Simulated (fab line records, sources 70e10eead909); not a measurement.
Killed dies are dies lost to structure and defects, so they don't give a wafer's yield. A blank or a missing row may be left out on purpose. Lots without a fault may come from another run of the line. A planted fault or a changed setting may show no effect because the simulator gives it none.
A struck lot beside a sound one | flow nand_harc | 23 steps out of a route of 1159
Sound: wafers L945.3, L945.5, L945.6. Struck: wafer L955.3. (L955.4, L955.6 of the same lot were not struck and are left out.) The cause comes at the end.
At each step with rows: each side's tool, then ch and its chambers, then its first start. Under that, the readings that differ: sound wafers | struck wafers | difference of the means | sigmas: that difference in standard deviations of wafers without a fault.
alike: readings whose means differ by less than 2 such deviations, and words and numbers that are the same on both sides. not compared: withheld readings, readings that some wafer has no value for, bounds like >300 that may hide the same value, and numbers for which the record gives no deviation and whose values overlap.
The two part at a step that has a row with sigmas, a row that says differs or no value, or rows on one side only. Numbers that don't overlap but have no deviation are shown without sigmas and don't part them. A reading that every wafer of one side lacks parts them only if that side has two wafers or more.

NHARC_P_CONTACT_DEP_00: deposits SiO2, target thk 500 nm.
  sound on pecvd-02 ch 0,1; struck on pecvd-02 ch 0
  alike: heater_power_w, throttle_valve_pct
NHARC_P_CONTACT_CMP_01: polishes SiO2, target thk 200 nm.
  sound on cmp-03 ch 0,2,3, day 6 10:07; struck on cmp-03 ch 3, day 9 06:07
  alike: motor_current_A
then, 9 steps without rows for these wafers: NHARC_P_CONTACT_SRD_03; NHARC_P_CONTACT_DEHYDRATE_04 (time 120 s); NHARC_P_CONTACT_HMDS_05 (time 30 s); NHARC_P_CONTACT_COAT_33 (time 75 s); NHARC_P_CONTACT_COAT_34 (time 65 s); NHARC_P_CONTACT_COAT_06 (resist thk 90 nm); NHARC_P_CONTACT_SOFTBAKE_07 (time 55 s); NHARC_P_CONTACT_EBR_08; NHARC_P_CONTACT_EXPOSE_09 (exposes mask P CA, target cd 90 nm).
NHARC_P_CONTACT_PEB_10: peb time 65 s.
  sound on litho_track-06 ch 0, day 6 10:47; struck on litho_track-06 ch 0, day 9 06:51
  reading                  | sound             | struck | difference | sigmas
  heater_power_total_W (W) | 157.1 156.4 157.1 | 165.4  | +8.5       | +21
  alike: resist_line_temp_C
then, 1 step without rows for these wafers: NHARC_P_CONTACT_DEVELOP_11 (develop time 35 s).
NHARC_P_CONTACT_CD_MEAS_12: target cd 90 nm.
  sound on cd_sem-01 ch 0, day 6 10:53; struck on cd_sem-02 ch 0, day 9 06:56
  reading    | sound          | struck | difference | sigmas
  cd_nm (nm) | 89.8 89.5 90.7 | 85.3   | -4.7       | -7
NHARC_P_CONTACT_OVL_MEAS_13:
  sound on overlay-02, day 6 10:58; struck on overlay-01, day 9 07:01
  reading           | sound       | struck | difference | sigmas
  overlay_y_nm (nm) | 0.4 0.2 0.4 | -1.3   | -1.6       | -2
  alike: overlay_x_nm
NHARC_P_CONTACT_INSPECT_14:
  sound on defect_inspect-01, day 6 11:00; struck on defect_inspect-02, day 9 07:04
  reading          | sound | struck | difference | sigmas
  raw_defect_count | 6 2 2 | 8      | +5         | +2
NHARC_P_CONTACT_DESCUM_17: chemistry O2, time 3 s.
  sound on rie_diel-05 ch 0,3, day 6 11:04; struck on rie_diel-06 ch 2, day 9 07:07
  reading                    | sound             | struck | difference | sigmas
  model.P_CONTACT.cd_nm (nm) | 90.32 90.04 91.09 | 85.73  | -4.75      |
  alike: chamber_pressure_mTorr, drypump_motor_current_A, oes_product_au, rf_vpp_V, showerhead_plenum_p_Torr, throttle_valve_pct
  not compared: rf_hours_counter_h
NHARC_P_CONTACT_ETCH_35: etches the open film in CF4, target depth 39 nm, time 65 s.
  sound on rie_diel-05 ch 0,2,3, day 6 11:10; struck on rie_diel-06 ch 1, day 9 07:12
  alike: chamber_pressure_mTorr, drypump_motor_current_A, oes_product_au, rf_vpp_V, showerhead_plenum_p_Torr, throttle_valve_pct
  not compared: rf_hours_counter_h
NHARC_P_CONTACT_ETCH_36: etches the open film in N2/H2, target depth 260 nm, time 406.25 s.
  sound on rie_diel-05 ch 0,2,3; struck on rie_diel-06 ch 0
  alike: chamber_pressure_mTorr, drypump_motor_current_A, n2_flow_sccm, oes_product_au, rf_vpp_V, showerhead_plenum_p_Torr, throttle_valve_pct
  not compared: rf_hours_counter_h
NHARC_P_CONTACT_ETCH_18: etches the open film in C4F8/O2/Ar, target depth 481 nm, time 240.5 s.
  sound on rie_diel-05 ch 0,1,3; struck on rie_diel-06 ch 0
  alike: chamber_pressure_mTorr, oes_product_au, rf_vpp_V
  not compared: rf_hours_counter_h
then, 1 step without rows for these wafers: NHARC_P_CONTACT_STRIP_37 (strips in C4F8/O2/Ar).
NHARC_P_CONTACT_ETCH_31: etches the open film in CH3F/O2, target depth 30 nm, time 85.7 s.
  sound on rie_diel-05 ch 0,2,3; struck on rie_diel-06 ch 3
  reading                    | sound             | struck | difference | sigmas
  oes_product_au (a.u.)      | 0.994 0.993 0.997 | 0.952  | -0.043     | -2
  model.P_CONTACT.cd_nm (nm) | 86.69 91.31 89.9  | 83.49  | -5.81      |
  alike: chamber_pressure_mTorr, drypump_motor_current_A, rf_vpp_V, showerhead_plenum_p_Torr, throttle_valve_pct
  not compared: rf_hours_counter_h
NHARC_P_CONTACT_CD_MEAS_19:
  sound on cd_sem-03, day 6 11:56; struck on cd_sem-02, day 9 07:59
  reading    | sound          | struck | difference | sigmas
  cd_nm (nm) | 86.1 91.0 90.1 | 83.4   | -5.7       | -3

WHERE THEY PART
First at NHARC_P_CONTACT_PEB_10; last, within this record, at NHARC_P_CONTACT_CD_MEAS_19.

WHY: what the simulator had put in
Process parameter drift: litho_track-06, from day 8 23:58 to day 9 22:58, at NHARC_P_CONTACT_PEB_10. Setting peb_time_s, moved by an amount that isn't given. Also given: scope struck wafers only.
